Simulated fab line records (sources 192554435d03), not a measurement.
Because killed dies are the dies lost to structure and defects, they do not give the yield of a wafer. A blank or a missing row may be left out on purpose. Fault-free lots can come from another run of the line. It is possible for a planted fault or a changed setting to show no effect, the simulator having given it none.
Matching of chambers ; flow n5-finfet ; N5_HKMG_FIN_STRIP_34 on rie-diel-06 has 4 sister chambers
The step strips in CF4. 4 wafers are shown with their chamber, then 10 later ones without.

WAFERS, EACH WITH ITS CHAMBER
wafer;chamber;showerhead-plenum-p-Torr (Torr)
L086.1;1;1.70
L086.5;2;1.78
L088.1;3;1.85
L088.3;0;1.71

WAFERS WITHOUT THEIR CHAMBER
wafer;showerhead-plenum-p-Torr (Torr)
L088.4;1.78
L091.2;1.85
L091.3;1.91
L091.6;1.70
L096.2;1.70
L096.4;1.77
L096.6;1.70
L097.3;1.70
L097.5;1.84
L097.6;1.70

THE CHAMBER EACH PASSED THROUGH
wafer;from the rows above;in truth
L088.4;2;2
L091.2;3;3
L091.3;3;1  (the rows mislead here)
L091.6;can't be placed: 1 or 0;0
L096.2;can't be placed: 1 or 0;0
L096.4;2;2
L096.6;can't be placed: 1 or 0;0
L097.3;can't be placed: 1 or 0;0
L097.5;3;3
L097.6;can't be placed: 1 or 0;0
Correctly placed: 4 of 10. From these rows, 5 cannot be placed; in 5 the true chamber is one of the candidates. 1 placed wrongly.
How it was worked out, from the rows above alone: a wafer's distance from a chamber is the root of the sum, over the readings, of the square of ((its reading less the chamber's mean) divided by the reading's scatter). The wafer belongs to the nearest chamber; if the next one is less than 2 further off, it can't be placed. The mean given for a chamber averages the wafers shown for that chamber. The scatter (one wafer shown for each chamber): square how far every hidden wafer sits from the nearest shown wafer, average those squares and take the square root.
